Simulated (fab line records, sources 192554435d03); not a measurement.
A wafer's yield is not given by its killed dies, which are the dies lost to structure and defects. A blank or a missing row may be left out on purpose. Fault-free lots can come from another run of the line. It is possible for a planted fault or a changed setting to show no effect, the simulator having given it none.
Matching of chambers / flow n5_finfet / N5_BEOL_M0_SAQP_STRIP_108 on rie_diel-06: 4 sister chambers
The step strips in N2/H2. 16 wafers are shown with their chamber, then 8 later ones without.

WAFERS PAIRED WITH THEIR CHAMBERS
wafer=L074.2; chamber=2; drypump_motor_current_A (A)=5.9; throttle_valve_pct (%)=18.83; showerhead_plenum_p_Torr (Torr)=3.40
wafer=L074.3; chamber=1; drypump_motor_current_A (A)=5.7; throttle_valve_pct (%)=19.21; showerhead_plenum_p_Torr (Torr)=3.17
wafer=L074.4; chamber=3; drypump_motor_current_A (A)=5.2; throttle_valve_pct (%)=18.99; showerhead_plenum_p_Torr (Torr)=3.30
wafer=L077.4; chamber=3; drypump_motor_current_A (A)=5.2; throttle_valve_pct (%)=19.00; showerhead_plenum_p_Torr (Torr)=3.30
wafer=L077.5; chamber=1; drypump_motor_current_A (A)=5.8; throttle_valve_pct (%)=19.22; showerhead_plenum_p_Torr (Torr)=3.17
wafer=L077.6; chamber=2; drypump_motor_current_A (A)=5.8; throttle_valve_pct (%)=18.87; showerhead_plenum_p_Torr (Torr)=3.40
wafer=L078.1; chamber=0; drypump_motor_current_A (A)=5.4; throttle_valve_pct (%)=19.16; showerhead_plenum_p_Torr (Torr)=3.34
wafer=L078.3; chamber=3; drypump_motor_current_A (A)=5.2; throttle_valve_pct (%)=19.01; showerhead_plenum_p_Torr (Torr)=3.30
wafer=L078.4; chamber=0; drypump_motor_current_A (A)=5.4; throttle_valve_pct (%)=19.19; showerhead_plenum_p_Torr (Torr)=3.34
wafer=L087.2; chamber=0; drypump_motor_current_A (A)=5.4; throttle_valve_pct (%)=19.21; showerhead_plenum_p_Torr (Torr)=3.33
wafer=L087.4; chamber=2; drypump_motor_current_A (A)=5.9; throttle_valve_pct (%)=18.91; showerhead_plenum_p_Torr (Torr)=3.38
wafer=L087.5; chamber=1; drypump_motor_current_A (A)=5.8; throttle_valve_pct (%)=18.85; showerhead_plenum_p_Torr (Torr)=3.57
wafer=L088.2; chamber=3; drypump_motor_current_A (A)=5.2; throttle_valve_pct (%)=18.61; showerhead_plenum_p_Torr (Torr)=3.29
wafer=L088.3; chamber=1; drypump_motor_current_A (A)=5.7; throttle_valve_pct (%)=18.85; showerhead_plenum_p_Torr (Torr)=3.57
wafer=L088.5; chamber=3; drypump_motor_current_A (A)=5.2; throttle_valve_pct (%)=18.61; showerhead_plenum_p_Torr (Torr)=3.29
wafer=L092.2; chamber=0; drypump_motor_current_A (A)=5.4; throttle_valve_pct (%)=19.21; showerhead_plenum_p_Torr (Torr)=3.32

SIGNATURES (averages over the wafers above)
reading=drypump_motor_current_A; chamber 0=5.400; chamber 1=5.750; chamber 2=5.867; chamber 3=5.200; scatter within a chamber=0.0373
reading=throttle_valve_pct; chamber 0=19.1925; chamber 1=19.0325; chamber 2=18.8700; chamber 3=18.8440; scatter within a chamber=0.164
reading=showerhead_plenum_p_Torr; chamber 0=3.3325; chamber 1=3.3700; chamber 2=3.3933; chamber 3=3.2960; scatter within a chamber=0.116
Rule: a wafer's distance from a chamber is the root of the sum, over the readings, of the square of ((its reading less the chamber's mean) divided by the reading's scatter). The wafer belongs to the nearest chamber; if the next one is less than 2 further off, it can't be placed. How the scatter is found: for the shown wafers, subtract from each reading the mean of its chamber, square and add these, divide the total by (wafers less chambers), then take the root.

WAFERS WHOSE CHAMBER IS MISSING
wafer=L092.5; drypump_motor_current_A (A)=5.7; throttle_valve_pct (%)=18.86; showerhead_plenum_p_Torr (Torr)=3.57
wafer=L092.6; drypump_motor_current_A (A)=5.4; throttle_valve_pct (%)=19.21; showerhead_plenum_p_Torr (Torr)=3.32
wafer=L097.1; drypump_motor_current_A (A)=5.2; throttle_valve_pct (%)=18.64; showerhead_plenum_p_Torr (Torr)=3.28
wafer=L097.3; drypump_motor_current_A (A)=5.4; throttle_valve_pct (%)=19.21; showerhead_plenum_p_Torr (Torr)=3.32
wafer=L097.6; drypump_motor_current_A (A)=5.8; throttle_valve_pct (%)=18.94; showerhead_plenum_p_Torr (Torr)=3.38
wafer=L096.4; drypump_motor_current_A (A)=5.2; throttle_valve_pct (%)=18.63; showerhead_plenum_p_Torr (Torr)=3.28
wafer=L096.5; drypump_motor_current_A (A)=5.8; throttle_valve_pct (%)=18.93; showerhead_plenum_p_Torr (Torr)=3.38
wafer=L096.6; drypump_motor_current_A (A)=5.2; throttle_valve_pct (%)=18.65; showerhead_plenum_p_Torr (Torr)=3.28

WHICH CHAMBER EACH ONE RAN IN
wafer=L092.5; from the rows above=1; in truth=1
wafer=L092.6; from the rows above=0; in truth=0
wafer=L097.1; from the rows above=3; in truth=3
wafer=L097.3; from the rows above=0; in truth=0
wafer=L097.6; from the rows above=can't be placed: 1 or 2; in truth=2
wafer=L096.4; from the rows above=3; in truth=3
wafer=L096.5; from the rows above=can't be placed: 1 or 2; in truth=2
wafer=L096.6; from the rows above=3; in truth=3
Placed correctly: 6 of 8. From these rows, 2 cannot be placed; in 2 the true chamber is one of the candidates. Number placed wrongly: 0.
